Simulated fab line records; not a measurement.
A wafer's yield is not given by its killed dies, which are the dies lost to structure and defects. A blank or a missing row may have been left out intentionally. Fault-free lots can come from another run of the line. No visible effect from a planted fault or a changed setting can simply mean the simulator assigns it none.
fab line records    flow nandHarc
record: lots: 13  wafers: 34  lastDay: 26
route steps=1159 shown A_CONTACT@858 END@1159
lots that met no fault: taken from a fault-free run of the same line
startH: hours from the record's first day to the start of the lot's first wafer shown    waitH: time in hours since the lot's previous step    " as in the row above    L1.1+2: a single row standing in for several wafers    - either no value or no given start    * or withheld: withheld    < > ~ a bound
route shown NAME@n: a module of which the file shows steps, and the number in the route of the first    usual: mean/standard deviation taken from wafers without a fault    same: alike in all rows    chamber/n: place in a boat    sites: the reading at each site    _std_site: the standard deviation of these    _edge_site: the outer-site mean with the inner-site mean subtracted    radiusMm: for every site, how far away it sits from the centre of the wafer    mask NAME#n: copy n    behind: tool/chamber where the wafer was last shaped    hold: the reason the lot was held/the length of the hold in hours/how it ended    device: names the non-switching transistor (n, p or np)    end of line: the same wafers' tests at the end of the route    a step with no rows: only its recipe    killed: dies that structure and defects cost at the first sort, which is not the same as the wafer's yield    map: a wafer's dies, x killed, . not, _ none there
set.NAME: setting as actually run; set.NAME@STEP: the setting as run at that earlier step    model.NAME: the simulator's own value behind a step, which no gauge read
steps of the route over a sample of lots; a table a step, a row a wafer
services: from which hour (startH, from the record's first day; less than 0 if before it) a tool's chamber was out of use, for how many hours, and why
== steps ==
step: NHARC_A_CONTACT_ETCH_48
recipe: targetDepthA: 390  overEtchFrac: 0.3  timeS: 65  ionEnergyEv: 80  cf4FlowSccm: 150  arFlowSccm: 0  rfW: 300  biasW: 100  chemistry: CF4
usual: chamberPressureMTorr: 50.00/0.044  drypumpMotorCurrentA: 5.9/0.55  oesProductAu: 0.999/0.0095  rfFwdPowerW: 296.8/1.1  rfVppV: 151.3/1.1  runLengthS: 86.4/0.6  showerheadPlenumPTorr: 1.77/0.065  throttleValvePct: 13.284/0.0095
lot.wafer  tool        chamber  startH  waitH  chamberPressureMTorr  drypumpMotorCurrentA  oesProductAu  rfFwdPowerW  rfHoursCounterH  rfVppV  runLengthS  showerheadPlenumPTorr  throttleValvePct
L197.3     rieDiel-12  2        365.06  0.1    50.02                 5.6                   0.987         296.8        58               149.4   86.6        1.68                   13.279
L197.4     "           0        "       "      50.04                 6.7                   1.006         300.0        56               150.6   87.3        1.74                   13.292
L197.5     "           2        "       "      50.01                 5.6                   0.990         296.6        -                148.7   86.5        1.68                   13.284
L200.2     rieDiel-01  0        376.66  0.1    49.91                 5.7                   0.990         297.9        12               150.1   87.0        1.75                   13.280
L200.1     "           1        "       "      50.03                 5.4                   0.993         296.8        11               152.4   85.8        1.84                   13.292
L200.5     "           2        "       "      50.01                 5.1                   1.027         296.8        -                151.0   86.1        1.71                   13.267
L198.3     rieDiel-01  3        378.30  0.1    50.07                 6.2                   0.992         298.2        12               151.1   85.3        1.72                   13.287
L198.4     "           1        "       "      49.96                 5.4                   1.000         297.2        12               152.6   85.7        1.84                   13.288
L198.5     "           3        "       "      50.04                 6.2                   1.002         296.7        -                150.6   85.6        1.72                   13.276
L204.6     rieDiel-02  1        417.49  0.1    50.01                 6.7                   0.999         295.7        -                151.0   89.1        1.73                   13.301
L206.2     rieDiel-02  2        419.61  0.1    50.04                 5.4                   1.001         297.8        34               153.2   86.5        1.90                   13.269
L205.3     rieDiel-02  3        429.20  0.1    49.97                 6.1                   0.997         296.8        35               152.3   86.7        1.82                   13.279
L205.5     "           1        "       "      49.95                 6.7                   1.006         294.7        -                152.0   86.7        1.73                   13.288
L211.2     rieDiel-01  3        464.94  0.1    50.01                 6.2                   0.989         295.9        29               148.4   85.3        1.71                   13.288
L211.1     "           0        "       "      50.06                 5.7                   1.009         297.4        30               150.9   87.0        1.75                   13.292
L211.5     "           3        "       "      50.02                 6.2                   0.998         296.9        -                149.8   85.7        1.71                   13.300
L215.1     rieDiel-01  3        474.79  0.1    49.92                 6.2                   0.989         297.6        31               149.8   85.5        1.71                   13.280
L215.3     "           0        "       "      49.95                 5.7                   0.997         295.7        32               150.7   87.2        1.75                   13.281
L215.4     "           1        "       "      49.93                 5.4                   0.988         297.0        31               151.7   86.0        1.83                   13.290
L217.1     rieDiel-01  1        491.75  0.1    50.01                 5.4                   0.986         297.8        33               151.9   85.8        1.83                   13.290
L217.2     "           3        "       "      50.00                 6.2                   0.990         296.9        33               150.2   85.5        1.71                   13.281
L217.3     "           0        "       "      49.97                 5.7                   0.997         298.6        34               151.1   87.0        1.75                   13.281
L216.2     rieDiel-02  3        493.93  0.1    50.01                 6.1                   0.992         296.6        63               151.4   86.9        1.81                   13.298
L216.1     "           0        "       "      49.97                 6.5                   0.996         297.3        58               150.7   86.8        1.71                   13.275
L216.5     "           2        "       "      50.14                 5.4                   0.998         297.2        -                152.7   86.1        1.89                   13.283
L218.3     rieDiel-02  1        498.47  0.3    50.05                 6.7                   0.998         295.3        60               151.3   86.7        1.72                   13.286
L218.2     "           2        "       "      50.01                 5.4                   1.010         298.3        65               152.4   86.4        1.89                   13.279
L218.6     "           1        "       "      50.00                 6.7                   0.999         296.1        -                149.9   87.1        1.72                   13.283
L219.3     rieDiel-01  3        517.73  0.1    50.06                 6.2                   0.990         297.9        2                150.9   85.6        1.71                   13.292
L219.2     "           0        "       "      50.04                 5.6                   0.988         297.3        2                151.2   87.8        1.75                   13.290
L219.6     "           2        "       "      50.02                 5.1                   1.009         297.5        -                150.6   86.6        1.71                   13.288
L220.2     rieDiel-01  0        530.07  0.1    49.98                 5.6                   1.008         295.5        5                149.2   87.0        1.74                   13.275
L220.4     "           1        "       "      50.09                 5.4                   1.004         297.3        5                153.0   85.8        1.83                   13.308
L220.6     "           0        "       "      49.98                 5.7                   0.998         296.9        -                151.9   87.0        1.75                   13.285
step: NHARC_A_CONTACT_ETCH_114
recipe: sourceW: withheld  pressureMtorr: 20  biasV: 3000  timeS: 94  targetDepthA: 9220  arFlowSccm: withheld  c4f8FlowSccm: withheld  o2FlowSccm: withheld  chemistry: C4F8/O2/Ar
usual: chamberPressureMTorr: 20.000/0.018  runLengthS: 94/0
lot.wafer  tool           chamber  startH  waitH  chamberPressureMTorr  rfHoursCounterH  runLengthS
L197.4     harCapEtch-01  1        366.64  0.1    20.023                -                94
L197.3     "              0        "       "      20.011                -                94
L197.5     "              0        "       "      20.005                -                94
L200.2     harCapEtch-02  0        378.20  0.1    19.978                10               94
L200.1     "              1        "       "      19.989                10               94
L200.5     "              1        "       "      19.984                -                94
L198.3     harCapEtch-03  0        379.95  0.1    19.998                -                94
L198.4     "              1        "       "      20.004                -                94
L198.5     "              1        "       "      19.982                -                94
L204.6     harCapEtch-02  0        419.08  0.1    20.005                -                94
L206.2     harCapEtch-03  0        421.17  0.1    20.004                89               94
L205.3     harCapEtch-02  0        430.94  0.1    20.017                -                94
L205.5     "              1        "       "      19.991                -                94
L211.2     harCapEtch-03  0        466.49  0.1    19.978                98               94
L211.1     "              1        "       "      20.006                98               94
L211.5     "              0        "       "      20.000                -                94
L215.1     harCapEtch-02  1        476.36  0.1    19.979                28               94
L215.4     "              0        "       "      19.965                -                94
L215.3     "              1        "       "      20.019                -                94
L217.2     harCapEtch-01  1        493.43  0.1    20.005                75               94
L217.1     "              0        "       "      19.993                75               94
L217.3     "              1        "       "      19.972                -                94
L216.1     harCapEtch-02  0        495.49  0.1    20.005                31               94
L216.2     "              1        "       "      20.009                31               94
L216.5     "              1        "       "      19.997                -                94
L218.2     harCapEtch-01  0        500.53  0.1    19.998                76               94
L218.3     "              0        "       "      19.965                -                94
L218.6     "              0        "       "      19.999                -                94
L219.2     harCapEtch-03  0        519.41  0.1    20.014                105              94
L219.3     "              0        "       "      19.974                -                94
L219.6     "              0        "       "      19.992                -                94
L220.2     harCapEtch-01  1        531.65  0.1    19.986                81               94
L220.4     "              0        "       "      19.971                -                94
L220.6     "              1        "       "      19.992                -                94
step: NHARC_A_CONTACT_ETCH_115
recipe: sourceW: withheld  pressureMtorr: 20  biasV: 3000  timeS: 94  targetDepthA: 9220  arFlowSccm: withheld  c4f8FlowSccm: withheld  o2FlowSccm: withheld  chemistry: C4F8/O2/Ar
usual: chamberPressureMTorr: 19.999/0.019  runLengthS: 94/0
lot.wafer  tool           chamber  startH  waitH  chamberPressureMTorr  rfHoursCounterH  runLengthS
L197.4     harCapEtch-01  1        366.74  0.1    19.984                -                94
L197.3     "              0        "       "      20.009                -                94
L197.5     "              0        "       "      19.976                -                94
L200.2     harCapEtch-02  0        378.29  0.1    20.007                10               94
L200.1     "              1        "       "      19.995                10               94
L200.5     "              1        "       "      20.000                -                94
L198.3     harCapEtch-03  0        380.04  0.1    19.992                -                94
L198.4     "              1        "       "      19.985                -                94
L198.5     "              1        "       "      19.962                -                94
L204.6     harCapEtch-02  0        419.17  0.1    19.979                -                94
L206.2     harCapEtch-03  0        421.26  0.1    20.009                89               94
L205.3     harCapEtch-02  0        431.03  0.1    19.992                -                94
L205.5     "              1        "       "      20.040                -                94
L211.2     harCapEtch-03  0        466.58  0.1    20.024                98               94
L211.1     "              1        "       "      20.031                98               94
L211.5     "              0        "       "      19.987                -                94
L215.1     harCapEtch-02  1        476.45  0.1    20.008                28               94
L215.4     "              0        "       "      19.967                -                94
L215.3     "              1        "       "      19.995                -                94
L217.2     harCapEtch-01  1        493.52  0.1    20.034                75               94
L217.1     "              0        "       "      20.001                75               94
L217.3     "              1        "       "      20.032                -                94
L216.1     harCapEtch-02  0        495.58  0.1    19.961                32               94
L216.2     "              1        "       "      20.025                32               94
L216.5     "              1        "       "      19.995                -                94
L218.2     harCapEtch-01  0        500.62  0.1    19.974                76               94
L218.3     "              0        "       "      20.012                -                94
L218.6     "              0        "       "      20.023                -                94
L219.2     harCapEtch-03  0        519.53  0.1    19.980                105              94
L219.3     "              0        "       "      20.008                -                94
L219.6     "              0        "       "      20.030                -                94
L220.2     harCapEtch-01  1        531.74  0.1    20.012                81               94
L220.4     "              0        "       "      19.975                -                94
L220.6     "              1        "       "      19.991                -                94
step: NHARC_A_CONTACT_ETCH_117
recipe: sourceW: withheld  pressureMtorr: 20  biasV: 3000  timeS: 94  targetDepthA: 9220  arFlowSccm: withheld  c4f8FlowSccm: withheld  o2FlowSccm: withheld  chemistry: C4F8/O2/Ar
usual: chamberPressureMTorr: 19.999/0.018  runLengthS: 94/0
lot.wafer  tool           chamber  startH  waitH  chamberPressureMTorr  rfHoursCounterH  runLengthS
L197.4     harCapEtch-01  1        366.92  0.1    19.996                -                94
L197.3     "              0        "       "      20.020                -                94
L197.5     "              0        "       "      19.994                -                94
L200.2     harCapEtch-02  0        378.47  0.1    19.988                10               94
L200.1     "              1        "       "      19.981                10               94
L200.5     "              1        "       "      19.981                -                94
L198.3     harCapEtch-03  0        380.22  0.1    20.020                -                94
L198.4     "              1        "       "      19.997                -                94
L198.5     "              1        "       "      19.994                -                94
L204.6     harCapEtch-02  0        419.36  0.1    20.030                -                94
L206.2     harCapEtch-03  0        421.44  0.1    19.983                89               94
L205.3     harCapEtch-02  0        431.21  0.1    20.015                -                94
L205.5     "              1        "       "      19.964                -                94
L211.2     harCapEtch-03  0        466.76  0.1    19.994                98               94
L211.1     "              1        "       "      20.020                98               94
L211.5     "              0        "       "      20.003                -                94
L215.1     harCapEtch-02  1        476.63  0.1    19.976                28               94
L215.4     "              0        "       "      19.982                -                94
L215.3     "              1        "       "      19.994                -                94
L217.2     harCapEtch-01  1        493.70  0.1    20.023                75               94
L217.1     "              0        "       "      19.989                75               94
L217.3     "              1        "       "      20.001                -                94
L216.1     harCapEtch-02  0        495.76  0.1    20.015                32               94
L216.2     "              1        "       "      19.993                32               94
L216.5     "              1        "       "      19.974                -                94
L218.2     harCapEtch-01  0        500.80  0.1    19.989                76               94
L218.3     "              0        "       "      20.000                -                94
L218.6     "              0        "       "      20.003                -                94
L219.2     harCapEtch-03  0        519.77  0.1    19.985                105              94
L219.3     "              0        "       "      19.974                -                94
L219.6     "              0        "       "      20.003                -                94
L220.2     harCapEtch-01  1        531.92  0.1    19.996                81               94
L220.4     "              0        "       "      19.994                -                94
L220.6     "              1        "       "      19.991                -                94
step: NHARC_END_SORT_01
recipe: tempC: 25
usual: killedAtArray: 27/11  killedAtOther: 0.6/1  killedAtPeriphery: 3.0/2.1  killedDies: 31/12  killedOpen: 3.2/1.7  killedShort: 1.7/1.4
same: grossDies: 677
lot.wafer  tool       chamber  startH  waitH  killedAtArray  killedAtOther  killedAtPeriphery  killedDies  killedOpen  killedShort
L204.6     prober-01  0        494.13  4.1    14             1              3                  18          3           0
L205.3     prober-02  0        506.19  3.0    29             1              3                  33          2           3
L205.5     prober-02  0        507.76  3.6    28             0              7                  35          3           3
L215.1     prober-01  0        549.31  2.5    39             0              2                  41          3           1
L215.3     prober-01  0        550.93  3.1    57             0              1                  58          5           3
L215.4     prober-01  0        551.73  3.4    46             1              3                  50          4           1
L217.1     prober-01  0        564.35  2.5    49             0              6                  55          5           1
L217.2     prober-01  0        565.16  2.8    50             1              2                  53          2           3
L217.3     prober-01  0        565.97  3.1    45             0              5                  50          6           2
killed by level:class
L204.6 A_CHANNEL_HOLE_D1:chamberFilmFlake=9 P_GATE:chamberFilmFlake=2 A_CONTACT:chamberFilmFlake=2 P_GATE:geometricParticle:open=1 A_CHANNEL_FILL_D1:geometricParticle:open=1 A_M0:geometricParticle:open=1 A_SLIT:chamberFilmFlake=1 THIN_TSV:chamberFilmFlake=1
L205.3 A_SLIT:chamberFilmFlake=16 A_STAIRCASE:chamberFilmFlake=3 A_CHANNEL_FILL_D1:chamberFilmFlake=2 P_GATE:geometricParticle:short=1 A_SOURCE_PLATE:geometricParticle:open=1 A_CHANNEL_HOLE_D1:geometricParticle:short=1 A_WL_FILL:geometricParticle:short=1 A_M0:geometricParticle:open=1
L205.5 A_SLIT:chamberFilmFlake=15 A_CONTACT:chamberFilmFlake=5 A_CHANNEL_HOLE_D1:chamberFilmFlake=4 P_ZERO_WELL:chamberFilmFlake=2 A_STAIRCASE:chamberFilmFlake=2 P_CONTACT:geometricParticle:short=1 P_M0:geometricParticle:open=1 P_M0:geometricParticle:short=1
L215.1 A_CHANNEL_HOLE_D1:chamberFilmFlake=16 A_SLIT:chamberFilmFlake=14 A_STAIRCASE:chamberFilmFlake=3 A_CONTACT:chamberFilmFlake=2 P_CONTACT:geometricParticle:open=1 A_CHANNEL_HOLE_D1:geometricParticle:open=1 A_CHANNEL_FILL_D1:geometricParticle:open=1 A_M0:geometricParticle:short=1
L215.3 A_SLIT:chamberFilmFlake=23 A_CHANNEL_HOLE_D1:chamberFilmFlake=18 A_CONTACT:chamberFilmFlake=4 A_CONTACT:geometricParticle:open=2 A_M0:geometricParticle:open=2 A_SOURCE_PLATE:geometricParticle:short=1 A_SGD_CUT:geometricParticle:short=1 A_WL_FILL:geometricParticle:short=1
L215.4 A_CHANNEL_HOLE_D1:chamberFilmFlake=18 A_SLIT:chamberFilmFlake=16 A_CHANNEL_FILL_D1:chamberFilmFlake=4 P_CONTACT:geometricParticle:open=2 A_CONTACT:chamberFilmFlake=2 A_CONTACT:geometricParticle:open=2 A_STAIRCASE:chamberFilmFlake=2 A_CHANNEL_FILL_D1:geometricParticle:short=1
L217.1 A_SLIT:chamberFilmFlake=20 A_CHANNEL_HOLE_D1:chamberFilmFlake=10 A_STAIRCASE:chamberFilmFlake=10 A_CONTACT:chamberFilmFlake=6 P_M2:geometricParticle:open=2 A_SGD_CUT:chamberFilmFlake=2 P_GATE:geometricParticle:open=1 P_CONTACT:geometricParticle:short=1
L217.2 A_SLIT:chamberFilmFlake=17 A_CHANNEL_HOLE_D1:chamberFilmFlake=16 A_STAIRCASE:chamberFilmFlake=5 A_SGD_CUT:chamberFilmFlake=4 A_CONTACT:chamberFilmFlake=4 P_GATE:geometricParticle:short=1 A_ONON_D1:geometricParticle:open=1 A_SGD_CUT:geometricParticle:short=1
L217.3 A_SLIT:chamberFilmFlake=18 A_CHANNEL_HOLE_D1:chamberFilmFlake=9 A_CONTACT:chamberFilmFlake=7 A_STAIRCASE:chamberFilmFlake=3 A_SGD_CUT:chamberFilmFlake=3 P_GATE:geometricParticle:open=1 P_CONTACT:geometricParticle:open=1 P_M0:geometricParticle:open=1
== services ==
tool           chamber  startH  hours  kind
rieDiel-01     0        348.47  -      clean
rieDiel-01     1        348.47  -      clean
rieDiel-01     2        348.47  -      clean
rieDiel-01     3        348.47  -      clean
rieDiel-01     0        372.97  -      clean
rieDiel-01     1        372.97  -      clean
rieDiel-01     2        372.97  -      clean
rieDiel-01     3        372.97  -      clean
rieDiel-12     -        379.62  9.0    pm
rieDiel-01     0        397.60  -      clean
rieDiel-01     1        397.60  -      clean
rieDiel-01     2        397.60  -      clean
rieDiel-01     3        397.60  -      clean
rieDiel-12     0        412.71  46.5   repair
harCapEtch-01  -        420.51  0.6    repair
rieDiel-01     0        422.10  -      clean
rieDiel-01     1        422.10  -      clean
rieDiel-01     2        422.10  -      clean
rieDiel-01     3        422.10  -      clean
rieDiel-01     1        432.22  3.1    repair
rieDiel-01     2        485.49  7.9    repair
rieDiel-01     -        492.13  9.0    pm
rieDiel-02     -        505.00  9.0    pm
rieDiel-12     1        525.96  3.7    repair
== key ==
firstSign: step: NHARC_A_CONTACT_ETCH_48  reading: runLengthS  direction: up  sigmas: 4.4  usual: *  struck: *
effect none on later readings
metAt NHARC_A_CONTACT_ETCH_48
struckLots L204
struckWafers L204.6
testerLeftOut L204
notActingAt NHARC_A_CONTACT_ETCH_114,NHARC_A_CONTACT_ETCH_115,NHARC_A_CONTACT_ETCH_117
fault: kind: processParameterDrift  tool: rieDiel-02  chamber: -  onsetH: 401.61  steps: NHARC_A_CONTACT_ETCH_48  channel: timeS  offset: *  shape: step  endH: 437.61  scope: struckWafersOnly  actsIn: *  stated: *
testerLeftOut: of these lots the tester's yield and bins aren't shown, on N5 and GAA mostly nor the transistor test; their killed dies are dies lost to structure and defects alone, not to doping, threshold or leakage, so they don't give the yield
